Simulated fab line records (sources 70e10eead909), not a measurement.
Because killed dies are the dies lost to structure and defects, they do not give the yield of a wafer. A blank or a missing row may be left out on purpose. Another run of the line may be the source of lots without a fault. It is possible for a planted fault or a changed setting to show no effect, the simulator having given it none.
fab line records | flow nand_harc | part 2 of 2: steps 20 to 28 of 28
record: lots: 5 wafers: 15 last_day: 32
route steps=1302 shown A_CONTACT@1039
lots with no fault: from the same line, run without faults
start_h: hours from the record's first day to the start of the lot's first wafer shown | wait_h: how many hours have passed since the lot's step before this one | " the same as in the row above | L1.1+2: a row that stands for several wafers | - no value, or no start given | * or withheld: withheld | < > ~ a bound
route shown NAME@n: names a module that has steps shown in the file, with the first one's number in the route | usual: average and standard deviation across the fault-free wafers | same: alike in all rows | chamber/n: place in a boat | sites: the reading at each site | _std_site: the values' standard deviation | _edge_site: the outer-site mean with the inner-site mean subtracted | radius_mm: for every site, how far away it sits from the centre of the wafer | mask NAME#n: copy n | behind: the tool/chamber that last shaped the wafer | hold: cause of the lot's hold/its duration in hours/its outcome | device: the transistor (n, p or np) that didn't switch | end of line: tests of these same wafers at the route's end | a step without rows: its recipe alone | killed: dies lost to structure and defects at the first sort, not the wafer's yield | map: per-die view of a wafer (x killed, . not killed, _ where there is no die)
set.NAME: the setting the step ran with; set.NAME@STEP: the setting that earlier step ran with | model.NAME: the simulator's own value behind a step, which no gauge read
lots at selected steps of the route; one table per step, one row per wafer
services: when a tool's chamber went out of use (start_h, in hours from the record's first day, below 0 if earlier), for how many hours, and the reason
== steps ==
step: NHARC_A_CONTACT_ETCH_97
recipe: target_depth_a: 200 over_etch_frac: 0.5 time_s: 10 ion_energy_ev: 250 c4f6_flow_sccm: 25 o2_flow_sccm: 20 ar_flow_sccm: 500 rf_w: 600 bias_w: 500 chemistry: C4F6/O2
usual: drypump_motor_current_A: 5.9/0.3 oes_product_au: 0.961/0.025 rf_vpp_V: 547/3.3 showerhead_plenum_p_Torr: 3.91/0.15 throttle_valve_pct: 26.901/0.0085
columns lot.wafer tool chamber start_h wait_h drypump_motor_current_A oes_product_au rf_hours_counter_h rf_vpp_V showerhead_plenum_p_Torr throttle_valve_pct
L075.2 rie_diel-04 1 - - 5.7 0.944 27 547 3.97 26.908
L075.4 " 2 " " 6.2 0.933 28 544 3.71 26.920
L075.1 " 3 " " 5.8 0.964 28 550 4.02 26.902
L079.2 rie_diel-04 1 - - 5.7 0.936 1 549 3.97 26.912
L079.5 " 1 " " 5.7 0.944 - 548 3.97 26.911
L079.6 " 2 " " 6.3 0.955 - 542 3.71 26.896
L085.1 rie_diel-13 3 - - 6.3 0.949 22 549 4.01 26.893
L085.6 " 2 " " 6.2 0.952 - 547 3.98 26.907
L085.5 " 3 " " 6.3 0.946 - 547 4.01 26.900
L087.1 rie_diel-13 3 - - 6.2 0.995 37 548 4.00 26.894
L087.2 " 1 " " 5.6 0.999 46 544 3.75 26.894
L087.5 " 2 " " 6.3 0.994 - 548 3.97 26.899
L093.2 rie_diel-04 3 - - 5.8 0.969 23 548 4.01 26.914
L093.3 " 0 " " 5.8 0.970 24 543 3.78 26.906
L093.1 " 2 " " 6.2 0.948 19 542 3.70 26.907
step: NHARC_A_CONTACT_CD_MEAS_80
usual: cd_nm: 289.5/0.76
columns lot.wafer tool chamber start_h wait_h cd_nm
L075.1 cd_sem-02 - 527.95 - 289.9
L075.2 " - " " 289.4
L075.4 " - " " 289.6
L079.2 cd_sem-02 - 547.33 - 288.4
L079.5 " - " " 289.2
L079.6 " - " " 289.3
L085.1 cd_sem-02 - 627.67 - 288.5
L085.5 " - " " 288.0
L085.6 " - " " 288.7
L087.1 cd_sem-02 - 668.54 - 290.7
L087.2 " - " " 289.8
L087.5 " - " " 289.7
L093.1 cd_sem-01 - 696.10 - 289.9
L093.2 " - " " 289.9
L093.3 " - " " 289.7
step: NHARC_A_CONTACT_STRIP_103
recipe: n2_flow_sccm: 150 h2_flow_sccm: 150 ar_flow_sccm: 0 bias_w: 0 chemistry: N2/H2
columns lot.wafer tool chamber start_h wait_h
L075.4+1+2 rie_diel-06 3,0,2 528.03 0.1
L079.2+5+6 rie_diel-04 3,0,1 547.43 0.1
L085.1+6+5 rie_diel-06 2,0,1 627.76 0.1
L087.2+1+5 rie_diel-04 3,1,2 668.62 0.1
L093.1+2+3 rie_diel-04 0,2,3 696.19 0.1
step: NHARC_A_CONTACT_STRIP_104
recipe: cf4_flow_sccm: 100 chf3_flow_sccm: 30 ar_flow_sccm: 0 bias_w: 0 chemistry: CF4/CHF3
columns lot.wafer tool chamber start_h wait_h
L075.2+1+4 rie_diel-06 2,3,0 528.12 0.1
L079.2+6+5 rie_diel-04 2,1,2 547.50 0.1
L085.1+5+6 rie_diel-06 2,3,0 627.85 0.1
L087.2+1+5 rie_diel-04 1,2,1 668.73 0.1
L093.2+1+3 rie_diel-04 0,2,3 696.28 0.1
step: NHARC_A_CONTACT_STRIP_105
recipe: o2_flow_sccm: 400 cos_flow_sccm: 20 ar_flow_sccm: 0 bias_w: 0 chemistry: O2/COS
columns lot.wafer tool chamber start_h wait_h
L075.4+1+2 rie_diel-06 1,2,0 528.19 0.1
L079.2+5+6 rie_diel-04 1,2,3 547.56 0.1
L085.1+6+5 rie_diel-06 1,2,3 627.91 0.1
L087.1+2+5 rie_diel-04 1,2,3 668.80 0.1
L093.2+1+3 rie_diel-04 1,2,3 696.39 0.1
step: NHARC_A_CONTACT_ETCH_106
recipe: target_depth_a: 900 overetch_a: 90 time_s: 49.5 ion_energy_ev: 100 cf4_flow_sccm: 80 o2_flow_sccm: 20 ar_flow_sccm: 0 rf_w: 300 bias_w: 100 chemistry: CF4/O2
usual: drypump_motor_current_A: 5.8/0.36 oes_product_au: 1.002/0.0087 rf_vpp_V: 197.6/1.5 showerhead_plenum_p_Torr: 1.32/0.059 throttle_valve_pct: 13.398/0.0085
columns lot.wafer tool chamber start_h wait_h drypump_motor_current_A oes_product_au rf_hours_counter_h rf_vpp_V showerhead_plenum_p_Torr throttle_valve_pct
L075.2 rie_diel-06 0 528.25 0.1 6.5 1.019 11 199.8 1.37 13.387
L075.1 " 1 " " 5.9 1.005 14 200.5 1.44 13.398
L075.4 " 2 " " 5.3 1.001 14 197.8 1.27 13.404
L079.2 rie_diel-04 1 547.62 0.0 5.7 0.993 1 197.6 1.35 13.397
L079.5 " 1 " " 5.7 0.989 - 196.8 1.35 13.399
L079.6 " 2 " " 6.2 0.997 - 196.2 1.26 13.410
L085.1 rie_diel-06 0 627.97 0.1 6.5 1.014 36 198.5 1.36 13.392
L085.6 " 2 " " 5.3 1.014 - 196.0 1.26 13.399
L085.5 " 3 " " 5.4 1.007 - 197.4 1.27 13.407
L087.1 rie_diel-04 3 668.86 0.1 5.8 1.005 19 199.3 1.37 13.400
L087.2 " 2 " " 6.2 0.998 15 196.4 1.25 13.398
L087.5 " 3 " " 5.8 1.001 - 199.1 1.37 13.389
L093.2 rie_diel-04 1 696.46 0.1 5.7 1.010 25 197.1 1.35 13.402
L093.3 " 2 " " 6.2 1.018 19 196.4 1.25 13.396
L093.1 " 3 " " 5.8 1.011 23 197.8 1.37 13.404
step: NHARC_A_CONTACT_STRIP_82
recipe: o2_flow_sccm: 500 ar_flow_sccm: 0 bias_w: 0 chemistry: O2
usual: drypump_motor_current_A: 5.8/0.36 oes_product_au: 1.001/0.008 rf_vpp_V: 57.7/0.82 showerhead_plenum_p_Torr: 3.51/0.15 throttle_valve_pct: 17.036/0.01
columns lot.wafer tool chamber start_h wait_h drypump_motor_current_A oes_product_au rf_hours_counter_h rf_vpp_V showerhead_plenum_p_Torr throttle_valve_pct
L075.2 rie_diel-06 2 - - 5.3 0.999 14 57.5 3.36 17.043
L075.1 " 3 " " 5.4 1.019 9 58.0 3.38 17.047
L075.4 " 0 " " 6.5 1.022 11 57.5 3.61 17.042
L079.2 rie_diel-04 3 - - 5.8 1.007 1 58.6 3.62 17.029
L079.5 " 2 " " 6.2 0.996 - 57.3 3.33 17.042
L079.6 " 3 " " 5.8 1.016 - 58.7 3.62 17.033
L085.1 rie_diel-06 2 - - 5.3 1.013 43 55.7 3.35 17.046
L085.6 " 1 " " 5.9 1.002 - 59.4 3.78 17.045
L085.5 " 2 " " 5.3 1.010 - 58.2 3.35 17.026
L087.2 rie_diel-04 2 - - 6.3 0.997 15 57.1 3.32 17.039
L087.1 " 3 " " 5.8 0.993 19 58.2 3.61 17.025
L087.5 " 1 " " 5.7 0.994 - 58.8 3.56 17.035
L093.1 rie_diel-04 3 - - 5.8 0.992 23 57.9 3.60 17.009
L093.3 " 0 " " 5.9 1.012 25 57.6 3.40 17.037
L093.2 " 1 " " 5.7 1.005 25 58.5 3.56 17.044
step: NHARC_A_CONTACT_STRIP_83
recipe: time_s: 600 temp_c: 30 chemistry: post_etch_residue_remover
columns lot.wafer tool chamber start_h wait_h
L075.4+2+1 wet_bench-05 0,2,4 528.64 -
L079.5+6+2 wet_bench-05 7,0,2 548.01 -
L085.1+6+5 wet_bench-05 5,6,1 628.35 -
L087.5+1+2 wet_bench-05 1,4,5 669.33 -
L093.1+2+3 wet_bench-05 2,5,6 696.84 -
step: NHARC_A_CONTACT_DEP_84
recipe: target_thk_a: 28000 temp_c: 400 material: aC
usual: throttle_valve_pct: 35.001/0.0096
columns lot.wafer tool chamber start_h wait_h throttle_valve_pct
L075.1 acl_dep-01 0 533.74 - 34.998
L075.2 " 0 " " 34.995
L075.4 " 0 " " 35.002
L079.2 acl_dep-03 0 548.56 - 35.012
L079.5 " 0 " " 35.012
L079.6 " 0 " " 35.002
L085.1 acl_dep-02 0 629.17 - 34.997
L085.5 " 0 630.32 - 35.013
L085.6 " 0 " " 34.995
L087.1 acl_dep-01 0 672.59 - 35.002
L087.2 " 0 " " 35.018
L087.5 " 0 " " 35.013
L093.1 acl_dep-03 0 697.11 - 34.995
L093.2 " 0 " " 34.995
L093.3 " 0 " " 35.019
== services ==
columns tool chamber start_h hours kind
wet_bench-05 - 508.73 2.3 repair
rie_diel-04 0 511.68 - clean
rie_diel-04 1 511.68 - clean
rie_diel-04 2 511.68 - clean
rie_diel-04 3 511.68 - clean
har_cap_etch-01 - 515.96 1.0 repair
rie_diel-13 - 519.00 9.0 pm
har_cap_etch-02 - 519.25 0.3 repair
rie_diel-13 3 528.26 14.9 repair
rie_diel-04 - 532.65 9.0 pm
rie_diel-04 0 532.65 9.0 vent_cycle
har_cap_etch-03 - 543.26 2.5 repair
wet_bench-05 - 552.29 1.1 repair
acl_dep-01 - 552.62 13.0 pm
har_cap_etch-02 - 574.81 0.7 repair
acl_dep-02 - 611.23 13.0 pm
wet_bench-05 - 612.80 8.0 pm
rie_diel-04 2 628.00 28.6 repair
rie_diel-04 3 639.10 1.6 repair
rie_diel-06 0 640.55 9.3 repair
rie_diel-06 - 663.29 9.0 pm
acl_dep-03 - 665.47 13.0 pm
wet_bench-05 - 680.76 3.8 repair
rie_diel-13 - 696.12 9.0 pm
